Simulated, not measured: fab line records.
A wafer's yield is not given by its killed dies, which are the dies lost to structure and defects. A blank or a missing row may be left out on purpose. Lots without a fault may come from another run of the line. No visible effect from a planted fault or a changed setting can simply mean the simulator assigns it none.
fab line records	flow nandHarc
[record] lots = 12	wafers = 36	lastDay = 33
route steps=1302 shown A_STAIRCASE@715 END@1302
lots untouched by any fault: they come from a run of this same line in which no faults occurred
startH: hours from the record's opening day to when the first of the lot's shown wafers began	waitH: hours since the lot's step before	" repeats the value in the row above	L1.1+2: one row covering several wafers at once	- either no value or no given start	* or withheld: withheld	< > ~ a bound
route shown NAME@n: NAME is a module with steps in the file, n the number in the route of the first one	usual: mean and standard deviation over wafers with no fault	same: alike in all rows	chamber/n: place in a boat	sites: the reading at each site	_std_site: the standard deviation of these	_edge_site: inner sites' mean taken away from outer sites' mean	radiusMm: how far each site lies from the wafer's centre	mask NAME#n: copy n	behind: tool/chamber where the wafer was last shaped	hold: why the lot went on hold/how many hours it stayed there/how the hold came to an end	device: names the non-switching transistor (n, p or np)	end of line: tests run on the same wafers once the route is complete	for a step that has no rows: nothing shown but its recipe	killed: count of dies lost to structure and defects at first sort (not the wafer's yield)	map: a wafer's dies, marking killed ones x, the rest . and places with no die _
set.NAME: the setting the step ran with; set.NAME@STEP: the setting that earlier step ran with	model.NAME: the simulator's own value behind a step, which no gauge read
one table for each step of the route and one row for each wafer, over a sample of lots
services: the hour from which a tool's chamber was out of use, counted from the record's first day as startH (under 0 if before that day), plus the number of hours and why
[[steps]]
[step NHARC_A_STAIRCASE_ETCH_201]
[recipe] targetDepthA = 1000	timeS = 40.5	ionEnergyEv = 400	c4f8FlowSccm = 20	o2FlowSccm = 10	arFlowSccm = withheld	rfW = 600	biasW = 1000	chemistry = C4F8/O2
[usual] oesProductAu = 0.942/0.013	rfVppV = 895/5.9
lot.wafer	tool	chamber	startH	waitH	oesProductAu	rfHoursCounterH	rfVppV
L576.2	rieDiel-13	0	-	-	0.958	3	893
L576.1	"	2	"	"	0.926	5	892
L576.6	"	1	"	"	0.920	-	893
L577.2	rieDiel-13	3	-	-	0.914	5	905
L577.3	"	0	"	"	0.928	3	893
L577.4	"	1	"	"	0.914	3	893
L580.3	rieDiel-11	3	-	-	0.917	47	904
L580.2	"	1	"	"	0.941	47	893
L580.6	"	3	"	"	0.931	-	903
L586.3	rieDiel-13	3	-	-	0.944	46	906
L586.6	"	1	"	"	0.943	-	892
L586.5	"	2	"	"	0.957	-	891
L588.3	rieDiel-11	0	-	-	0.924	13	903
L588.2	"	1	"	"	0.921	14	895
L588.6	"	0	"	"	0.935	-	904
L591.1	rieDiel-03	1	-	-	0.942	14	886
L591.3	"	3	"	"	0.946	14	897
L591.4	"	1	"	"	0.937	-	885
L593.2	rieDiel-03	0	-	-	0.935	27	890
L593.3	"	2	"	"	0.942	12	897
L593.6	"	0	"	"	0.929	-	892
L595.3	rieDiel-03	2	-	-	0.926	14	896
L595.2	"	3	"	"	0.942	28	899
L595.5	"	1	"	"	0.945	-	886
L596.1	rieDiel-03	1	-	-	0.930	31	886
L596.3	"	3	"	"	0.952	30	898
L596.6	"	0	"	"	0.948	-	891
L597.4	rieDiel-03	3	-	-	0.941	33	898
L597.1	"	1	"	"	0.949	33	887
L597.5	"	3	"	"	0.943	-	898
L598.4	rieDiel-11	1	-	-	0.939	49	893
L598.3	"	2	"	"	0.961	48	890
L598.1	"	3	"	"	0.931	51	903
L599.2	rieDiel-11	3	-	-	0.954	53	906
L599.4	"	1	"	"	0.925	50	892
L599.5	"	3	"	"	0.939	-	904
[step NHARC_A_STAIRCASE_STRIP_205]
[recipe] powerW = 1500	tempC = 250	chemistry = O2
[usual] drypumpMotorCurrentA = 5.6/0.56	heaterPowerW = 312/28
lot.wafer	tool	chamber	startH	waitH	drypumpMotorCurrentA	heaterPowerW	rfHoursCounterH
L576.2	plasmaAsher-01	0	361.86	0.2	4.8	328	2
L576.1	"	1	"	"	5.8	328	2
L576.6	"	0	"	"	4.8	331	-
L577.2	plasmaAsher-01	0	362.14	0.2	4.8	330	3
L577.3	"	0	"	"	4.8	330	-
L577.4	"	1	"	"	5.9	332	-
L580.2	plasmaAsher-02	0	400.61	0.1	5.9	257	30
L580.3	"	1	"	"	6.2	313	-
L580.6	"	0	"	"	5.9	259	-
L586.3	plasmaAsher-02	0	460.78	0.2	5.9	254	-
L586.6	"	0	"	"	5.9	252	-
L586.5	"	1	"	"	6.1	321	-
L588.2	plasmaAsher-01	0	486.66	0.1	4.8	319	27
L588.3	"	0	"	"	4.8	329	-
L588.6	"	0	"	"	4.8	325	-
L591.1	plasmaAsher-01	1	501.48	0.1	5.9	325	31
L591.3	"	1	"	"	5.9	328	-
L591.4	"	0	"	"	4.8	320	-
L593.2	plasmaAsher-01	0	535.76	0.1	4.8	328	1
L593.3	"	0	"	"	4.8	320	-
L593.6	"	0	"	"	4.8	318	-
L595.2	plasmaAsher-01	0	542.32	0.1	4.8	323	3
L595.3	"	1	"	"	5.9	328	-
L595.5	"	1	"	"	5.9	334	-
L596.1	plasmaAsher-01	1	554.10	0.1	5.9	328	5
L596.3	"	0	"	"	4.8	325	-
L596.6	"	0	"	"	4.8	322	-
L597.1	plasmaAsher-01	0	575.16	0.1	4.8	328	9
L597.4	"	0	"	"	4.7	326	-
L597.5	"	1	"	"	5.9	335	-
L598.1	plasmaAsher-01	1	583.49	0.1	5.9	338	11
L598.4	"	1	"	"	5.9	331	-
L598.3	"	0	"	"	4.8	319	-
L599.2	plasmaAsher-02	1	590.74	0.1	6.2	331	34
L599.4	"	1	"	"	6.2	328	-
L599.5	"	0	"	"	5.9	256	-
[step NHARC_A_STAIRCASE_TRIM_222]
[recipe] timeS = 211.2	o2FlowSccm = 500	arFlowSccm = 0	biasW = 0	chemistry = O2
[usual] drypumpMotorCurrentA = 5.7/0.52	oesProductAu = 1.000/0.01	rfVppV = 57.7/0.95	runLengthS = 232.4/0.5	showerheadPlenumPTorr = 3.52/0.16	throttleValvePct = 17.037/0.0079
lot.wafer	tool	chamber	startH	waitH	drypumpMotorCurrentA	oesProductAu	rfHoursCounterH	rfVppV	runLengthS	showerheadPlenumPTorr	throttleValvePct
L577.4	rieDiel-11	3	363.98	-	6.2	1.011	32	56.8	231.5	3.79	17.042
L577.2	"	0	"	"	6.0	1.009	31	58.2	231.8	3.76	17.047
L577.3	"	2	"	"	5.3	1.024	35	56.8	232.1	3.42	17.038
L576.1	rieDiel-03	2	364.18	-	5.8	0.978	26	59.2	233.0	3.56	17.044
L576.2	"	1	"	"	4.7	1.004	23	56.3	232.3	3.30	17.046
L576.6	"	1	"	"	4.7	1.007	-	58.4	232.5	3.29	17.045
L580.2	rieDiel-11	1	402.90	-	6.3	0.998	48	56.9	232.8	3.49	17.039
L580.3	"	0	"	"	6.0	1.013	45	57.7	232.3	3.75	17.037
L580.6	"	2	"	"	5.3	1.019	-	56.9	232.6	3.41	17.043
L586.3	rieDiel-11	2	462.51	-	5.3	1.011	8	58.7	376.9	3.40	17.036
L586.5	"	2	"	"	5.3	1.015	-	58.5	376.8	3.40	17.032
L586.6	"	3	"	"	6.2	0.973	-	57.4	376.3	3.77	17.033
L588.3	rieDiel-11	2	488.42	-	5.3	1.014	14	58.0	376.9	3.40	17.044
L588.2	"	0	"	"	6.0	0.998	14	60.5	376.7	3.74	17.036
L588.6	"	2	"	"	5.3	1.000	-	58.2	376.9	3.40	17.040
L591.4	rieDiel-03	1	503.30	-	4.7	0.993	15	58.5	232.7	3.28	17.041
L591.1	"	3	"	"	5.9	1.000	15	58.7	232.2	3.59	17.040
L591.3	"	0	"	"	5.4	0.989	15	57.7	232.1	3.38	17.026
L593.3	rieDiel-13	2	537.55	-	5.6	0.999	3	57.5	232.8	3.37	17.037
L593.2	"	3	"	"	5.2	0.988	3	58.2	232.3	3.77	17.045
L593.6	"	1	"	"	4.8	0.991	-	56.3	233.0	3.41	17.035
L595.3	rieDiel-03	3	544.17	-	5.9	1.016	29	57.3	232.1	3.58	17.045
L595.2	"	0	"	"	5.4	1.002	29	56.6	231.9	3.37	17.036
L595.5	"	0	"	"	5.4	0.994	-	57.2	231.9	3.37	17.031
L596.1	rieDiel-03	3	555.87	-	5.9	1.018	31	57.1	232.2	3.58	17.026
L596.3	"	0	"	"	5.4	0.991	31	58.5	231.9	3.37	17.038
L596.6	"	3	"	"	5.9	1.008	-	56.9	232.1	3.58	17.042
L597.1	rieDiel-03	1	576.99	-	4.7	1.002	33	56.1	232.5	3.27	17.046
L597.4	"	3	"	"	5.9	1.001	33	58.6	232.0	3.58	17.015
L597.5	"	2	"	"	5.8	0.988	-	59.2	233.2	3.55	17.035
L598.3	rieDiel-03	3	585.42	-	5.9	0.987	36	57.3	232.1	3.57	17.033
L598.4	"	0	"	"	5.5	0.987	38	57.2	232.1	3.36	17.047
L598.1	"	1	"	"	4.7	1.000	38	58.7	232.7	3.26	17.042
L599.2	rieDiel-03	3	592.65	-	5.8	0.995	37	58.7	232.0	3.57	17.039
L599.4	"	2	"	"	5.9	0.994	23	57.9	232.9	3.54	17.032
L599.5	"	0	"	"	5.4	0.984	-	54.9	232.1	3.36	17.032
[step NHARC_A_STAIRCASE_ETCH_225]
[recipe] targetDepthA = 1000	timeS = 40.5	ionEnergyEv = 400	c4f8FlowSccm = 20	o2FlowSccm = 10	arFlowSccm = withheld	rfW = 600	biasW = 1000	chemistry = C4F8/O2
[usual] oesProductAu = 0.946/0.011	rfVppV = 896/6.2
lot.wafer	tool	chamber	startH	waitH	oesProductAu	rfHoursCounterH	rfVppV
L577.2	rieDiel-11	0	-	-	0.950	31	903
L577.3	"	1	"	"	0.936	35	895
L577.4	"	2	"	"	0.961	35	892
L576.1	rieDiel-03	1	-	-	0.950	24	887
L576.2	"	2	"	"	0.928	26	897
L576.6	"	2	"	"	0.931	-	897
L580.2	rieDiel-11	1	-	-	0.935	49	895
L580.3	"	3	"	"	0.949	48	907
L580.6	"	1	"	"	0.920	-	895
L586.3	rieDiel-11	2	-	-	0.946	8	892
L586.5	"	2	"	"	0.941	-	891
L586.6	"	3	"	"	0.924	-	904
L588.2	rieDiel-11	1	-	-	0.950	15	895
L588.3	"	2	"	"	0.946	14	891
L588.6	"	1	"	"	0.939	-	896
L591.3	rieDiel-03	1	-	-	0.935	16	885
L591.4	"	2	"	"	0.943	1	896
L591.1	"	3	"	"	0.961	15	896
L593.3	rieDiel-13	0	-	-	0.953	3	891
L593.2	"	1	"	"	0.953	3	891
L593.6	"	3	"	"	0.940	-	906
L595.3	rieDiel-03	1	-	-	0.948	29	885
L595.2	"	3	"	"	0.961	29	899
L595.5	"	1	"	"	0.955	-	888
L596.1	rieDiel-03	2	-	-	0.939	16	897
L596.3	"	0	"	"	0.954	31	890
L596.6	"	2	"	"	0.946	-	895
L597.1	rieDiel-03	0	-	-	0.947	33	890
L597.4	"	3	"	"	0.947	33	898
L597.5	"	0	"	"	0.937	-	890
L598.3	rieDiel-03	2	-	-	0.951	22	897
L598.1	"	3	"	"	0.973	36	897
L598.4	"	0	"	"	0.939	39	890
L599.2	rieDiel-03	0	-	-	0.943	40	892
L599.4	"	2	"	"	0.934	23	896
L599.5	"	3	"	"	0.951	-	897
[step NHARC_END_SORT_01]
[recipe] tempC = 25
[usual] killedAtArray = 55/20	killedAtOther = 0.7/0.96	killedAtPeriphery = 4.1/2.4	killedDies = 60/20	killedOpen = 3.3/1.9	killedShort = 2.8/1.6
[same] grossDies = 677
lot.wafer	tool	chamber	startH	waitH	hold	killedAtArray	killedAtOther	killedAtPeriphery	killedDies	killedOpen	killedShort
L577.2	prober-02	0	577.68	2.8	-	18	1	0	19	3	1
L577.3	prober-02	0	578.49	3.1	-	20	1	2	23	2	1
L577.4	prober-02	0	579.29	3.4	-	16	1	2	19	1	1
L580.2	prober-02	0	607.90	2.8	-	49	3	2	54	4	4
L580.3	prober-02	0	608.71	3.1	-	43	1	4	48	6	4
L580.6	prober-02	0	611.12	4.0	-	52	2	6	60	6	3
L586.3	prober-02	0	656.20	3.1	awaitDispo/1.3h/scrap	671	0	6	677	4	3
L586.5	prober-02	0	657.81	3.7	awaitDispo/1.3h/scrap	672	0	5	677	5	1
L586.6	prober-02	0	658.62	4.0	awaitDispo/1.3h/scrap	666	0	11	677	3	2
L588.2	prober-01	0	690.93	2.8	awaitDispo/6.8h/scrap	669	3	5	677	3	1
L588.3	prober-01	0	691.73	3.1	awaitDispo/6.8h/scrap	668	1	8	677	2	3
L588.6	prober-01	0	694.14	4.0	awaitDispo/6.8h/scrap	665	3	9	677	3	3
L591.1	prober-02	0	696.13	2.5	-	40	0	4	44	4	2
L591.3	prober-02	0	697.69	3.1	-	52	1	6	59	4	5
L591.4	prober-02	0	698.48	3.4	-	43	0	4	47	7	2
L593.2	prober-01	0	741.12	2.8	-	64	0	7	71	2	2
L593.3	prober-01	0	741.92	3.1	-	64	0	2	66	3	0
L593.6	prober-01	0	744.32	4.0	-	87	0	8	95	7	6
L595.2	prober-02	0	745.07	2.8	-	31	0	2	33	3	1
L595.3	prober-02	0	745.86	3.1	-	20	0	3	23	3	2
L595.5	prober-02	0	747.46	3.7	-	35	1	8	44	7	4
// killed by level:class
L577.2 A_CONTACT:chamberFilmFlake=6 A_CHANNEL_HOLE_D2:chamberFilmFlake=3 A_M0:geometricParticle:open=2 A_STAIRCASE:chamberFilmFlake=2 A_CONTACT:unspecified=2 A_WL_FILL:geometricParticle:short=1 A_BLC:geometricParticle:open=1 A_CHANNEL_HOLE_D1:chamberFilmFlake=1
L577.3 A_CHANNEL_HOLE_D2:chamberFilmFlake=6 A_CONTACT:unspecified=5 A_ZERO_WELL:chamberFilmFlake=2 A_CHANNEL_HOLE_D1:chamberFilmFlake=2 A_CONTACT:chamberFilmFlake=2 A_CHANNEL_FILL_D1:geometricParticle:open=1 A_WL_FILL:geometricParticle:short=1 A_BLC:geometricParticle:open=1
L577.4 A_CONTACT:chamberFilmFlake=6 A_CHANNEL_HOLE_D2:chamberFilmFlake=3 A_STAIRCASE:chamberFilmFlake=3 A_CHANNEL_HOLE_D1:chamberFilmFlake=2 P_STI:geometricParticle:open=1 A_WL_FILL:geometricParticle:short=1 P_GATE:chamberFilmFlake=1 A_WL_FILL:chamberFilmFlake=1
L580.2 A_CHANNEL_HOLE_D2:chamberFilmFlake=29 A_CHANNEL_HOLE_D1:chamberFilmFlake=4 THIN_TSV:chamberFilmFlake=3 A_ONON_D2:geometricParticle:short=2 A_ONON_D2:geometricParticle:open=2 A_ZERO_WELL:chamberFilmFlake=2 A_DECK1_JOINT:chamberFilmFlake=2 A_CONTACT:chamberFilmFlake=2
L580.3 A_CHANNEL_HOLE_D2:chamberFilmFlake=29 A_DECK1_JOINT:geometricParticle:short=2 A_WL_FILL:geometricParticle:open=2 P_GATE:chamberFilmFlake=2 A_WL_FILL:chamberFilmFlake=2 A_SOURCE_PLATE:geometricParticle:open=1 A_ONON_D1:geometricParticle:open=1 A_ONON_D1:geometricParticle:short=1
L580.6 A_CHANNEL_HOLE_D2:chamberFilmFlake=31 A_CONTACT:chamberFilmFlake=4 P_GATE:chamberFilmFlake=3 A_STAIRCASE:chamberFilmFlake=3 A_DECK1_JOINT:geometricParticle:short=2 A_SGD_CUT:geometricParticle:open=2 P_ZERO_WELL:chamberFilmFlake=2 A_DECK1_JOINT:chamberFilmFlake=2
L586.3 A_STAIRCASE:areaTrim=632 A_SLIT:chamberFilmFlake=22 A_CONTACT:chamberFilmFlake=6 A_CHANNEL_HOLE_D2:chamberFilmFlake=3 P_M2:chamberFilmFlake=2 P_BONDPAD:chamberFilmFlake=2 P_STI:geometricParticle:open=1 P_CONTACT:geometricParticle:open=1
L586.5 A_STAIRCASE:areaTrim=623 A_SLIT:chamberFilmFlake=29 A_CONTACT:chamberFilmFlake=4 A_DECK1_JOINT:chamberFilmFlake=3 A_CHANNEL_HOLE_D2:chamberFilmFlake=3 A_CHANNEL_HOLE_D1:chamberFilmFlake=2 P_GATE:geometricParticle:open=1 P_CONTACT:geometricParticle:open=1
L586.6 A_STAIRCASE:areaTrim=621 A_SLIT:chamberFilmFlake=30 P_M2:chamberFilmFlake=6 A_CHANNEL_HOLE_D1:chamberFilmFlake=4 A_CHANNEL_FILL_D1:geometricParticle:open=2 A_CONTACT:chamberFilmFlake=2 A_DECK1_JOINT:chamberFilmFlake=2 A_CHANNEL_HOLE_D2:chamberFilmFlake=2
L588.2 A_STAIRCASE:areaTrim=605 A_CHANNEL_HOLE_D1:chamberFilmFlake=32 A_CONTACT:chamberFilmFlake=10 A_SLIT:chamberFilmFlake=8 A_WL_FILL:chamberFilmFlake=5 P_GATE:chamberFilmFlake=4 THIN_TSV:chamberFilmFlake=3 A_CHANNEL_FILL_D1:geometricParticle:open=2
L588.3 A_STAIRCASE:areaTrim=613 A_CHANNEL_HOLE_D1:chamberFilmFlake=34 A_CONTACT:chamberFilmFlake=8 P_GATE:chamberFilmFlake=3 P_CONTACT:chamberFilmFlake=3 A_CHANNEL_HOLE_D2:chamberFilmFlake=3 A_WL_FILL:chamberFilmFlake=3 P_CONTACT:geometricParticle:short=1
L588.6 A_STAIRCASE:areaTrim=603 A_CHANNEL_HOLE_D1:chamberFilmFlake=30 A_CONTACT:chamberFilmFlake=11 P_CONTACT:chamberFilmFlake=5 A_SLIT:chamberFilmFlake=5 A_CHANNEL_HOLE_D2:chamberFilmFlake=3 A_WL_FILL:chamberFilmFlake=3 THIN_TSV:chamberFilmFlake=3
L591.1 A_CHANNEL_HOLE_D1:chamberFilmFlake=31 A_SLIT:chamberFilmFlake=3 P_CONTACT:geometricParticle:open=1 A_SOURCE_PLATE:geometricParticle:open=1 A_CHANNEL_FILL_D1:geometricParticle:short=1 A_ONON_D2:geometricParticle:open=1 A_WL_FILL:geometricParticle:short=1 A_BLC:geometricParticle:open=1
L591.3 A_CHANNEL_HOLE_D1:chamberFilmFlake=34 A_STAIRCASE:chamberFilmFlake=4 P_M0:chamberFilmFlake=3 A_SLIT:chamberFilmFlake=3 A_CHANNEL_FILL_D2:geometricParticle:short=2 P_GATE:chamberFilmFlake=2 A_CONTACT:chamberFilmFlake=2 A_ONON_D1:geometricParticle:open=1
L591.4 A_CHANNEL_HOLE_D1:chamberFilmFlake=28 A_CONTACT:chamberFilmFlake=3 A_DECK1_JOINT:geometricParticle:open=2 P_ZERO_WELL:chamberFilmFlake=2 A_SLIT:chamberFilmFlake=2 P_M0:geometricParticle:open=1 A_CHANNEL_FILL_D1:geometricParticle:open=1 A_CHANNEL_FILL_D2:geometricParticle:open=1
L593.2 A_CHANNEL_HOLE_D1:chamberFilmFlake=28 A_CHANNEL_HOLE_D2:chamberFilmFlake=20 A_CONTACT:chamberFilmFlake=6 A_STAIRCASE:chamberFilmFlake=5 P_GATE:chamberFilmFlake=3 P_STI:chamberFilmFlake=2 P_CONTACT:geometricParticle:short=1 P_CONTACT:geometricParticle:open=1
L593.3 A_CHANNEL_HOLE_D1:chamberFilmFlake=31 A_CHANNEL_HOLE_D2:chamberFilmFlake=16 A_STAIRCASE:chamberFilmFlake=6 A_CONTACT:chamberFilmFlake=5 A_SLIT:chamberFilmFlake=3 P_GATE:chamberFilmFlake=2 A_SOURCE_PLATE:geometricParticle:open=1 A_DECK1_JOINT:geometricParticle:open=1
L593.6 A_CHANNEL_HOLE_D1:chamberFilmFlake=29 A_CHANNEL_HOLE_D2:chamberFilmFlake=23 A_STAIRCASE:chamberFilmFlake=12 P_GATE:chamberFilmFlake=5 A_CONTACT:chamberFilmFlake=5 A_SLIT:chamberFilmFlake=4 P_STI:chamberFilmFlake=3 A_ONON_D1:geometricParticle:open=2
L595.2 A_CHANNEL_HOLE_D1:chamberFilmFlake=15 A_SLIT:chamberFilmFlake=5 A_CONTACT:chamberFilmFlake=3 A_M1:geometricParticle:open=2 P_GATE:chamberFilmFlake=2 A_STAIRCASE:chamberFilmFlake=2 A_WL_FILL:chamberFilmFlake=2 A_CHANNEL_FILL_D1:geometricParticle:open=1
L595.3 A_CHANNEL_HOLE_D1:chamberFilmFlake=9 A_SLIT:chamberFilmFlake=5 P_GATE:geometricParticle:open=1 A_ONON_D2:geometricParticle:short=1 A_CHANNEL_HOLE_D2:geometricParticle:open=1 A_CHANNEL_FILL_D2:geometricParticle:short=1 A_CONTACT:geometricParticle:open=1 P_GATE:chamberFilmFlake=1
L595.5 A_CHANNEL_HOLE_D1:chamberFilmFlake=18 P_M0:geometricParticle:open=3 P_M1:chamberFilmFlake=3 A_SLIT:chamberFilmFlake=3 A_WL_FILL:chamberFilmFlake=3 A_CONTACT:chamberFilmFlake=3 A_DECK1_JOINT:geometricParticle:open=2 A_CHANNEL_FILL_D1:chamberFilmFlake=2
[[services]]
tool	chamber	startH	hours	kind
rieDiel-03	3	337.30	47.2	repair
rieDiel-03	0	339.48	-	clean
rieDiel-03	1	339.48	-	clean
rieDiel-03	2	339.48	-	clean
plasmaAsher-01	-	342.00	9.0	pm
rieDiel-13	-	343.02	9.0	pm
rieDiel-03	0	364.09	-	clean
rieDiel-03	1	364.09	-	clean
rieDiel-03	-	382.87	19.8	repair
rieDiel-11	1	406.30	4.6	repair
rieDiel-03	-	407.22	0.5	repair
rieDiel-11	0	412.92	1.2	repair
rieDiel-13	0	414.23	11.1	repair
plasmaAsher-02	-	428.32	9.0	pm
rieDiel-11	-	432.72	9.0	pm
rieDiel-03	-	458.48	9.0	pm
rieDiel-11	0	477.13	5.4	repair
rieDiel-11	-	480.17	0.7	repair
rieDiel-11	2	485.48	1.2	repair
plasmaAsher-02	-	509.17	0.6	repair
plasmaAsher-01	-	519.00	9.0	pm
rieDiel-13	-	520.02	9.0	pm
rieDiel-11	0	544.89	2.9	repair
rieDiel-03	-	565.19	7.5	repair
[[key]]
[firstSign] step = NHARC_A_STAIRCASE_TRIM_222	reading = runLengthS	direction = up	sigmas = 99+	usual = *	struck = *
[effect] step = NHARC_END_SORT_01	reading = killedDies	direction = up	sigmas = 31	usual = 60	struck = 677
[moreKillsBornAt] NHARC_A_STAIRCASE_TRIM_222@rieDiel-11 = 3697
metAt NHARC_A_STAIRCASE_TRIM_222
struckLots L586,L588
laterRowsLeftOut L586.3,L586.5,L586.6,L588.2,L588.3,L588.6
testerLeftOut L586,L588
notActingAt NHARC_A_STAIRCASE_ETCH_201,NHARC_A_STAIRCASE_STRIP_205,NHARC_A_STAIRCASE_ETCH_225
onsetBetween 402.90 462.51
[fault] kind = processParameterDrift	tool = rieDiel-11	chamber = -	onsetH = 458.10	steps = NHARC_A_STAIRCASE_TRIM_222	channel = timeS	offset = *	shape = step	endH = 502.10	actsIn = *	stated = *
// testerLeftOut: of these lots the tester's yield and bins aren't shown, on N5 and GAA mostly nor the transistor test; their killed dies are dies lost to structure and defects alone, not to doping, threshold or leakage, so they don't give the yield
// laterRowsLeftOut: the simulator's readings of these wafers behind a module that went badly wrong aren't trusted and aren't shown, but for the sort
